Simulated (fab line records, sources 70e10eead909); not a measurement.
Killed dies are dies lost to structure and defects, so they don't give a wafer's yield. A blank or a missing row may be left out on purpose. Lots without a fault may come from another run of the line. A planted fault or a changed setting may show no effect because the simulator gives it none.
Chamber matching | flow nand_harc | NHARC_P_ZERO_WELL_DESCUM_26 on rie_diel-08: 4 sister chambers
The step chemistry O2, time 3 s. 14 wafers are shown with their chamber, then 7 later ones without.

WAFERS WITH THEIR CHAMBER
wafer  | chamber | drypump_motor_current_A (A) | showerhead_plenum_p_Torr (Torr) | rf_vpp_V (V)
L535.1 | 1       | 5.9                         | 1.79                            | 57.0
L535.2 | 0       | 6.2                         | 1.98                            | 58.7
L535.5 | 0       | 6.2                         | 1.98                            | 57.3
L536.2 | 2       | 5.6                         | 1.96                            | 58.1
L536.4 | 0       | 6.2                         | 1.98                            | 56.6
L536.5 | 3       | 5.8                         | 1.78                            | 56.6
L539.1 | 3       | 5.7                         | 1.78                            | 56.4
L539.2 | 0       | 6.2                         | 1.97                            | 58.6
L539.5 | 3       | 5.8                         | 1.78                            | 56.9
L540.1 | 0       | 6.2                         | 1.97                            | 58.8
L540.3 | 1       | 5.9                         | 1.78                            | 56.9
L540.4 | 2       | 5.6                         | 1.96                            | 57.4
L544.2 | 3       | 5.8                         | 1.77                            | 56.7
L544.4 | 2       | 5.6                         | 1.95                            | 57.9

SIGNATURES (means of the wafers above)
reading                  | chamber 0 | chamber 1 | chamber 2 | chamber 3 | scatter within a chamber
drypump_motor_current_A  | 6.200     | 5.900     | 5.600     | 5.775     | 0.0274
showerhead_plenum_p_Torr | 1.9760    | 1.7850    | 1.9567    | 1.7775    | 0.00558
rf_vpp_V                 | 58.000    | 56.950    | 57.800    | 56.650    | 0.658
Rule: a wafer's distance from a chamber is the root of the sum, over the readings, of the square of ((its reading less the chamber's mean) divided by the reading's scatter). The wafer belongs to the nearest chamber; if the next one is less than 2 further off, it can't be placed. The scatter: the root of (the sum of the squares of (reading less its chamber's mean) over the shown wafers, divided by (wafers less chambers)).

WAFERS WITHOUT THEIR CHAMBER
wafer  | drypump_motor_current_A (A) | showerhead_plenum_p_Torr (Torr) | rf_vpp_V (V)
L544.6 | 5.9                         | 1.78                            | 56.5
L553.1 | 5.8                         | 2.08                            | 60.0
L553.3 | 5.9                         | 2.08                            | 58.4
L553.6 | 5.6                         | 1.95                            | 57.9
L557.3 | 5.6                         | 1.94                            | 56.7
L557.5 | 6.2                         | 1.96                            | 57.2
L557.6 | 5.8                         | 2.07                            | 58.9

WHICH CHAMBER EACH WENT THROUGH
wafer  | from the rows above     | in truth
L544.6 | 1                       | 1
L553.1 | can't be placed: 2 or 0 | 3
L553.3 | 0                       | 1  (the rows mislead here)
L553.6 | 2                       | 2
L557.3 | 2                       | 2
L557.5 | 0                       | 0
L557.6 | can't be placed: 2 or 0 | 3
Placed correctly: 4 of 7. Can't be placed from these rows: 2 (the true chamber is among the candidates in 0). Placed wrongly: 1.
